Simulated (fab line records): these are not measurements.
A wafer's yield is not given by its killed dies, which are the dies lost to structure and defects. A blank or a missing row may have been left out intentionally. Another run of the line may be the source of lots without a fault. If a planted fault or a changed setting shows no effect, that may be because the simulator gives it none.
A lot that was struck, set against a sound lot :: flow nandHarc :: 17 steps out of a route of 1302
Sound: wafers L720.1, L720.2, L720.5. The struck wafers were L736.2, L736.4, L736.6. The cause is named last.
Order at every step that has rows: each side's tool, ch and its chambers, its first start. Under that, the readings that differ: sound wafers :: struck wafers :: difference of the means :: sigmas: that difference in standard deviations of wafers without a fault.
alike: readings with means less than 2 such deviations apart, plus words and numbers identical on both sides. not compared: withheld readings, readings lacking a value on some wafer, bounds such as >300 that could conceal the same value, and numbers that have no deviation in the record and whose values overlap.
Wherever a step has rows on one side only, a row that says differs or no value, or a row with sigmas, the two part there. Numbers that have no deviation but don't overlap get no sigmas and don't part them. A reading that every wafer of one side lacks parts them only if that side has two wafers or more.

NHARC_P_GATE_CD_MEAS_46 targets a cd of 720 nm.
  sound on cdSem-03 ch 0, day 6 00:51; struck on cdSem-01 ch 0, day 12 15:05
  alike: cdNm
then, 1 step without rows for these wafers: NHARC_P_GATE_HARDBAKE_47 (time 80 s).
NHARC_P_GATE_DESCUM_48: chemistry O2, time 3 s.
  sound on rieDiel-02 ch 0,1,3, day 6 01:02; struck on rieDiel-02 ch 0,2,3, day 12 15:15
  alike: drypumpMotorCurrentA, mfcArSccm, oesProductAu, rfVppV, showerheadPlenumPTorr, throttleValvePct
  not compared: rfHoursCounterH
next, for these wafers, 1 step has no rows: NHARC_P_GATE_IMPLANT_49.
NHARC_P_GATE_STRIP_111: strips in N2/H2, time 250 s.
  sound on plasmaAsher-02 ch 0,1, day 6 01:23; struck on plasmaAsher-01 ch 0,1, day 12 15:40
  alike: drypumpMotorCurrentA, heaterPowerW
  not compared: rfHoursCounterH
NHARC_P_GATE_STRIP_75: strips in O2.
  sound on plasmaAsher-02 ch 0,1, day 6 01:41; struck on plasmaAsher-01 ch 0,1, day 12 15:55
  alike: drypumpMotorCurrentA, heaterPowerW
  not compared: rfHoursCounterH
then, 6 steps without rows for these wafers: NHARC_P_GATE_STRIP_50 (strips in SPM, time 900 s); NHARC_P_GATE_DEHYDRATE_51 (time 120 s); NHARC_P_GATE_HMDS_52 (time 30 s); NHARC_P_GATE_COAT_53; NHARC_P_GATE_SOFTBAKE_54 (time 95 s); NHARC_P_GATE_EBR_55.
NHARC_P_GATE_EXPOSE_56: exposes mask P PSD, target cd 720 nm.
  sound on krfScanner-04 ch 0, day 6 02:27; struck on krfScanner-03 ch 0, day 12 16:34
reading: exposureDoseMJCm2
sound: 14.811 14.772 14.812
struck: 13.476 13.480 13.458
difference: -1.327
sigmas: -95
  alike: mask
then, 2 steps without rows for these wafers: NHARC_P_GATE_PEB_57 (peb time 85 s); NHARC_P_GATE_DEVELOP_58 (time 70 s).
NHARC_P_GATE_CD_MEAS_59 targets a cd of 720 nm.
  sound on cdSem-01 ch 0, day 6 02:37; struck on cdSem-01 ch 0
reading: cdNm (nm)
sound: 718.3 718.4 719.9
struck: 702.7 702.4 701.8
difference: -16.6
sigmas: -10
  not compared: hold
-- the record jumps here: 20 days lie between the struck wafers' starts before and after (it left off in module P_GATE and takes up again in module END, whose first step shown is number 1302 of the route) --
NHARC_END_SORT_01:
  sound on prober-02 ch 0, day 25 02:38; struck on prober-01 ch 0, day 32 20:59
  alike: killedAtArray, killedAtOther, killedAtPeriphery, killedDies, killedOpen, killedShort

WHERE THEY PART
Last at NHARC_P_GATE_CD_MEAS_59 as far as this record goes, first at NHARC_P_GATE_EXPOSE_56. Later steps at which nothing parts them and some readings are alike: NHARC_END_SORT_01.

WHY: what the simulator had put in
Process parameters drifting: krfScanner-03 at NHARC_P_GATE_EXPOSE_56, beginning at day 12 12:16. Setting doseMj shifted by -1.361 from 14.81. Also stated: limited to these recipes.
